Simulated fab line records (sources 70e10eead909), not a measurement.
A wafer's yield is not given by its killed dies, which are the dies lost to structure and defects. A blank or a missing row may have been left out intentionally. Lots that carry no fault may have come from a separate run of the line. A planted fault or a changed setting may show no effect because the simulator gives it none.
fab line records + flow nand_harc + part 2 of 2: steps 24 to 36 of 36
[record]
- lots = 5
- wafers = 15
- last_day = 23
route steps=1159 shown A_STAIRCASE@623
lots that met no fault: from a run of the same line without faults
start_h: hours from the record's opening day to when the first of the lot's shown wafers began + wait_h: hours elapsed since this lot's preceding step + " repeats the value in the row above + L1.1+2: several wafers, shown together as one row + - no value present, or no start provided + * or withheld: withheld + < > ~ a bound
route shown NAME@n: a module of which the file shows steps, and the number in the route of the first + usual: the fault-free wafers' mean and standard deviation + same: alike in all rows + chamber/n: place in a boat + sites: per-site readings + _std_site: how widely they spread, as a standard deviation + _edge_site: outer sites' mean less inner sites' + radius_mm: for every site, how far away it sits from the centre of the wafer + mask NAME#n: copy n + behind: the last tool/chamber to shape the wafer + hold: cause of the lot's hold/its duration in hours/its outcome + device: which transistor (n, p or np) failed to switch + end of line: the tests these same wafers got at the end of their route + for a step that has no rows: nothing shown but its recipe + killed: dies that structure and defects cost at the first sort, which is not the same as the wafer's yield + map: a wafer's dies, x killed, . not, _ none there
set.NAME: the setting the step ran with; set.NAME@STEP: the setting that earlier step ran with + model.NAME: the simulator's own value behind a step, which no gauge read
a table for each step, a row for each wafer; lots at some steps of the route
services: when a tool's chamber went out of use (start_h, in hours from the record's first day, below 0 if earlier), for how many hours, and the reason
[[steps]]
[step NHARC_A_STAIRCASE_STRIP_254]
[recipe]
- power_w = 1500
- temp_c = 250
- chemistry = O2
[usual]
- drypump_motor_current_A = 5.7/0.32
- heater_power_w = 349/30
| lot.wafer | tool            | chamber | start_h | wait_h | drypump_motor_current_A | heater_power_w | rf_hours_counter_h |
|-----------|-----------------|---------|---------|--------|-------------------------|----------------|--------------------|
| L076.1    | plasma_asher-01 | 1       | 262.72  | -      | 5.5                     | 328            | 52                 |
| L076.4    | "               | 0       | "       | "      | 6.0                     | 325            | -                  |
| L076.5    | "               | 0       | "       | "      | 6.0                     | 320            | -                  |
| L078.1    | plasma_asher-01 | 0       | 271.64  | -      | 6.0                     | 321            | 56                 |
| L078.4    | "               | 1       | "       | "      | 5.4                     | 329            | -                  |
| L078.6    | "               | 0       | "       | "      | 6.0                     | 315            | -                  |
| L083.4    | plasma_asher-01 | 1       | 305.17  | -      | 5.5                     | 341            | -                  |
| L083.6    | "               | 1       | "       | "      | 5.5                     | 335            | -                  |
| L083.5    | "               | 0       | "       | "      | 6.0                     | 323            | -                  |
| L084.1    | plasma_asher-02 | 1       | 316.21  | -      | 5.3                     | 319            | 42                 |
| L084.2    | "               | 0       | "       | "      | 6.0                     | 396            | 42                 |
| L084.6    | "               | 1       | "       | "      | 5.3                     | 330            | -                  |
| L091.1    | plasma_asher-02 | 1       | 353.93  | -      | 5.3                     | 332            | 53                 |
| L091.4    | "               | 1       | "       | "      | 5.3                     | 336            | -                  |
| L091.5    | "               | 1       | "       | "      | 5.3                     | 328            | -                  |
[step NHARC_A_STAIRCASE_STRIP_255]
[recipe]
- time_s = 900
- temp_c = 130
- chemistry = SPM
[usual]
- bath_guard_temp_C = 129.9/0.47
[same]
- time_s = 900
| lot.wafer | tool         | chamber | start_h | wait_h | bath_guard_temp_C |
|-----------|--------------|---------|---------|--------|-------------------|
| L076.5    | wet_bench-03 | 3       | 263.04  | 0.1    | 129.3             |
| L076.4    | "            | 4       | "       | "      | 130.3             |
| L076.1    | "            | 6       | "       | "      | 129.0             |
| L078.1    | wet_bench-06 | 3       | 271.95  | 0.3    | 130.0             |
| L078.4    | "            | 6       | "       | "      | 130.0             |
| L078.6    | "            | 7       | "       | "      | 129.7             |
| L083.6    | wet_bench-03 | 7       | 305.43  | 0.1    | 129.8             |
| L083.5    | "            | 1       | "       | "      | 130.0             |
| L083.4    | "            | 3       | "       | "      | 129.5             |
| L084.2    | wet_bench-06 | 2       | 316.59  | 0.3    | 129.8             |
| L084.1    | "            | 3       | "       | "      | 130.0             |
| L084.6    | "            | 4       | "       | "      | 129.1             |
| L091.1    | wet_bench-03 | 0       | 354.23  | 0.3    | 130.3             |
| L091.5    | "            | 2       | "       | "      | 129.6             |
| L091.4    | "            | 5       | "       | "      | 129.3             |
[step NHARC_A_STAIRCASE_PRECLEAN_256]
[recipe]
- time_s = *
- temp_c = 50
- bath_age_min = 0
- chemistry = SC1
[usual]
- bath_guard_temp_C = 49.9/0.48
- nh4oh_flow_mL_min = 28.30/0.099
- sc1_h2o2_end_mol_l = 0.3698/0.00067
[same]
- time_s = *
| lot.wafer | tool         | chamber | start_h | wait_h | bath_guard_temp_C | nh4oh_flow_mL_min | sc1_h2o2_end_mol_l |
|-----------|--------------|---------|---------|--------|-------------------|-------------------|--------------------|
| L076.5    | wet_bench-03 | 3       | -       | -      | 49.6              | 28.25             | 0.3693             |
| L076.4    | "            | 4       | "       | "      | 50.1              | 28.33             | 0.3693             |
| L076.1    | "            | 6       | "       | "      | 48.9              | 28.35             | 0.3695             |
| L078.1    | wet_bench-06 | 3       | -       | -      | 49.6              | 28.25             | 0.3704             |
| L078.4    | "            | 6       | "       | "      | 49.7              | 28.22             | 0.3694             |
| L078.6    | "            | 7       | "       | "      | 50.0              | 28.26             | 0.3711             |
| L083.6    | wet_bench-03 | 7       | -       | -      | 50.0              | 28.25             | 0.3701             |
| L083.5    | "            | 1       | "       | "      | 50.2              | 28.39             | 0.3690             |
| L083.4    | "            | 3       | "       | "      | 49.4              | 28.20             | 0.3686             |
| L084.2    | wet_bench-06 | 2       | -       | -      | 49.9              | 28.36             | 0.3703             |
| L084.1    | "            | 3       | "       | "      | 50.0              | 28.39             | 0.3700             |
| L084.6    | "            | 4       | "       | "      | 49.2              | 28.31             | 0.3692             |
| L091.1    | wet_bench-03 | 0       | -       | -      | 50.4              | 28.16             | 0.3693             |
| L091.5    | "            | 2       | "       | "      | 49.6              | 28.39             | 0.3704             |
| L091.4    | "            | 5       | "       | "      | 49.4              | 28.17             | 0.3690             |
[step NHARC_A_STAIRCASE_SRD_257]
| lot.wafer  | tool         | chamber | start_h | wait_h |
|------------|--------------|---------|---------|--------|
| L076.5+4+1 | wet_bench-03 | 3,4,6   | -       | -      |
| L078.1+4+6 | wet_bench-06 | 3,6,7   | -       | -      |
| L083.6+5+4 | wet_bench-03 | 7,1,3   | -       | -      |
| L084.2+1+6 | wet_bench-06 | 2,3,4   | -       | -      |
| L091.1+5+4 | wet_bench-03 | 0,2,5   | -       | -      |
[step NHARC_A_STAIRCASE_HM_DEP_456]
[recipe]
- target_thk_a = 15000
- temp_c = 400
- material = aC
[usual]
- throttle_valve_pct = 34.999/0.0092
| lot.wafer | tool       | chamber | start_h | wait_h | throttle_valve_pct |
|-----------|------------|---------|---------|--------|--------------------|
| L076.1    | acl_dep-02 | 0       | 263.48  | -      | 35.006             |
| L076.4    | "          | 0       | "       | "      | 34.997             |
| L076.5    | "          | 0       | "       | "      | 34.982             |
| L078.1    | acl_dep-03 | 0       | 274.16  | -      | 34.989             |
| L078.4    | "          | 0       | "       | "      | 34.990             |
| L078.6    | "          | 0       | "       | "      | 35.017             |
| L083.4    | acl_dep-02 | 0       | 306.82  | -      | 35.004             |
| L083.5    | "          | 0       | "       | "      | 35.006             |
| L083.6    | "          | 0       | "       | "      | 34.990             |
| L084.1    | acl_dep-01 | 0       | 317.06  | -      | 35.008             |
| L084.2    | "          | 0       | "       | "      | 34.989             |
| L084.6    | "          | 0       | 318.58  | -      | 35.015             |
| L091.1    | acl_dep-03 | 0       | 357.61  | -      | 35.007             |
| L091.4    | "          | 0       | "       | "      | 34.996             |
| L091.5    | "          | 0       | "       | "      | 35.000             |
[step NHARC_A_STAIRCASE_DEP_259]
[recipe]
- target_thk_a = 300
- target_thk_nm = 30
- temp_c = 400
- pressure_torr = 3.5
- flow_sccm = 200
- rf_w = 350
- material = SiON
[usual]
- heater_power_w = 784/130
- showerhead_vpp_V = 1135/56
| lot.wafer | tool     | chamber | start_h | wait_h | heater_power_w | showerhead_vpp_V |
|-----------|----------|---------|---------|--------|----------------|------------------|
| L076.1    | pecvd-04 | 0       | 265.36  | 1.6    | 882            | 1101             |
| L076.4    | "        | 1       | "       | "      | 824            | 1183             |
| L076.5    | "        | 1       | "       | "      | 811            | 1186             |
| L078.1    | pecvd-03 | 1       | 276.08  | 1.6    | 735            | 1040             |
| L078.6    | "        | 2       | "       | "      | 1017           | 1115             |
| L078.4    | "        | 1       | "       | "      | 719            | 1036             |
| L083.6    | pecvd-04 | 1       | 307.86  | 0.1    | 877            | 1192             |
| L083.4    | "        | 2       | "       | "      | 777            | 1175             |
| L083.5    | "        | 0       | "       | "      | 852            | 1104             |
| L084.2    | pecvd-04 | 1       | 318.93  | 1.3    | 854            | 1176             |
| L084.1    | "        | 2       | "       | "      | 796            | 1175             |
| L084.6    | "        | 2       | "       | "      | 822            | 1178             |
| L091.1    | pecvd-03 | 2       | 359.52  | 1.6    | 1051           | 1140             |
| L091.5    | "        | 1       | "       | "      | 762            | 1058             |
| L091.4    | "        | 2       | "       | "      | 1030           | 1131             |
[step NHARC_A_STAIRCASE_DEHYDRATE_281]
[recipe]
- temp_c = 150
- time_s = 120
[same]
- time_s = 120
| lot.wafer  | tool           | chamber | start_h | wait_h |
|------------|----------------|---------|---------|--------|
| L076.1+4+5 | litho_track-07 | 0       | 265.72  | 0.3    |
| L078.1+4+6 | litho_track-07 | 0       | 276.29  | 0.2    |
| L083.4+5+6 | litho_track-03 | 0       | 308.05  | 0.1    |
| L084.1+2+6 | litho_track-03 | 0       | 319.17  | 0.2    |
| L091.1+4+5 | litho_track-02 | 0       | 359.73  | 0.2    |
[step NHARC_A_STAIRCASE_HMDS_282]
[recipe]
- time_s = 30
[same]
- time_s = 30
| lot.wafer  | tool           | chamber | start_h | wait_h |
|------------|----------------|---------|---------|--------|
| L076.1+4+5 | litho_track-07 | 0       | -       | -      |
| L078.1+4+6 | litho_track-07 | 0       | -       | -      |
| L083.4+5+6 | litho_track-03 | 0       | -       | -      |
| L084.1+2+6 | litho_track-03 | 0       | -       | -      |
| L091.1+4+5 | litho_track-02 | 0       | -       | -      |
[step NHARC_A_STAIRCASE_COAT_283]
[recipe]
- spin_rpm = 1200
| lot.wafer  | tool           | chamber | start_h | wait_h |
|------------|----------------|---------|---------|--------|
| L076.1+4+5 | litho_track-07 | 0       | -       | -      |
| L078.1+4+6 | litho_track-07 | 0       | -       | -      |
| L083.4+5+6 | litho_track-03 | 0       | -       | -      |
| L084.1+2+6 | litho_track-03 | 0       | -       | -      |
| L091.1+4+5 | litho_track-02 | 0       | -       | -      |
[step NHARC_A_STAIRCASE_SOFTBAKE_284]
[recipe]
- temp_c = 135
- time_s = 170
[same]
- time_s = 170
| lot.wafer  | tool           | chamber | start_h | wait_h |
|------------|----------------|---------|---------|--------|
| L076.1+4+5 | litho_track-07 | 0       | -       | -      |
| L078.1+4+6 | litho_track-07 | 0       | -       | -      |
| L083.4+5+6 | litho_track-03 | 0       | -       | -      |
| L084.1+2+6 | litho_track-03 | 0       | -       | -      |
| L091.1+4+5 | litho_track-02 | 0       | -       | -      |
[step NHARC_A_STAIRCASE_EBR_285]
| lot.wafer  | tool           | chamber | start_h | wait_h |
|------------|----------------|---------|---------|--------|
| L076.1+4+5 | litho_track-07 | 0       | -       | -      |
| L078.1+4+6 | litho_track-07 | 0       | -       | -      |
| L083.4+5+6 | litho_track-03 | 0       | -       | -      |
| L084.1+2+6 | litho_track-03 | 0       | -       | -      |
| L091.1+4+5 | litho_track-02 | 0       | -       | -      |
[step NHARC_A_STAIRCASE_EXPOSE_286]
[recipe]
- na = 0.5
- dose_mj = 25.01
- mask_id = CHOP_100
[usual]
- exposure_dose_mJ_cm2 = 25.009/0.024
| lot.wafer | tool           | chamber | start_h | wait_h | mask       | exposure_dose_mJ_cm2 |
|-----------|----------------|---------|---------|--------|------------|----------------------|
| L076.1    | krf_scanner-02 | 0       | 266.06  | -      | CHOP_100#0 | 24.999               |
| L076.4    | "              | 0       | "       | "      | CHOP_100#0 | 25.012               |
| L076.5    | "              | 0       | "       | "      | CHOP_100#0 | 24.990               |
| L078.1    | krf_scanner-04 | 0       | 276.63  | -      | CHOP_100#0 | 25.063               |
| L078.4    | "              | 0       | "       | "      | CHOP_100#0 | 25.040               |
| L078.6    | "              | 0       | "       | "      | CHOP_100#0 | 25.061               |
| L083.4    | krf_scanner-02 | 0       | 308.40  | -      | CHOP_100#0 | 25.008               |
| L083.5    | "              | 0       | "       | "      | CHOP_100#0 | 24.998               |
| L083.6    | "              | 0       | "       | "      | CHOP_100#0 | 25.008               |
| L084.1    | krf_scanner-04 | 0       | 319.38  | -      | CHOP_100#0 | 24.992               |
| L084.2    | "              | 0       | "       | "      | CHOP_100#0 | 25.014               |
| L084.6    | "              | 0       | "       | "      | CHOP_100#0 | 24.967               |
| L091.1    | krf_scanner-04 | 0       | 359.94  | -      | CHOP_100#0 | 24.986               |
| L091.4    | "              | 0       | "       | "      | CHOP_100#0 | 24.999               |
| L091.5    | "              | 0       | "       | "      | CHOP_100#0 | 24.976               |
[step NHARC_A_STAIRCASE_PEB_287]
[recipe]
- peb_temp_c = 115
- peb_time_s = 130
| lot.wafer  | tool           | chamber | start_h | wait_h |
|------------|----------------|---------|---------|--------|
| L076.1+4+5 | litho_track-02 | 0       | 266.12  | 0.1    |
| L078.1+4+6 | litho_track-02 | 0       | 276.69  | 0.1    |
| L083.4+5+6 | litho_track-03 | 0       | 308.45  | 0.0    |
| L084.1+2+6 | litho_track-02 | 0       | 319.45  | 0.1    |
| L091.1+4+5 | litho_track-02 | 0       | 360.01  | 0.1    |
[[services]]
| tool            | chamber | start_h | hours | kind   |
|-----------------|---------|---------|-------|--------|
| krf_scanner-02  | -       | 239.18  | 0.6   | repair |
| rie_diel-06     | -       | 241.51  | 9.0   | pm     |
| pecvd-03        | 0       | 259.99  | 4.8   | repair |
| pecvd-04        | 2       | 261.64  | 7.5   | repair |
| rie_diel-06     | 3       | 263.77  | 7.5   | repair |
| krf_scanner-03  | -       | 267.17  | 5.0   | repair |
| rie_diel-13     | -       | 270.66  | 0.1   | repair |
| rie_diel-13     | -       | 276.05  | 9.0   | pm     |
| plasma_asher-01 | -       | 276.23  | 9.0   | pm     |
| rie_diel-06     | 2       | 288.44  | 2.8   | repair |
| rie_diel-13     | 2       | 288.70  | 9.7   | repair |
| krf_scanner-03  | -       | 290.51  | 4.4   | repair |
| pecvd-03        | -       | 292.19  | 13.0  | pm     |
| krf_scanner-04  | -       | 298.01  | 4.0   | pm     |
| wet_bench-06    | -       | 305.67  | 8.0   | pm     |
| rie_diel-13     | 2       | 316.71  | 5.8   | repair |
| wet_bench-03    | -       | 322.40  | 8.0   | pm     |
| pecvd-04        | -       | 329.46  | 3.8   | repair |
| wet_bench-01    | -       | 335.72  | 2.4   | repair |
| rie_diel-13     | -       | 339.31  | 0.8   | repair |
| krf_scanner-03  | -       | 340.00  | 4.0   | pm     |
| litho_track-02  | -       | 340.00  | 7.0   | pm     |
| krf_scanner-03  | -       | 349.82  | 3.6   | repair |
| wet_bench-06    | -       | 351.23  | 9.1   | repair |
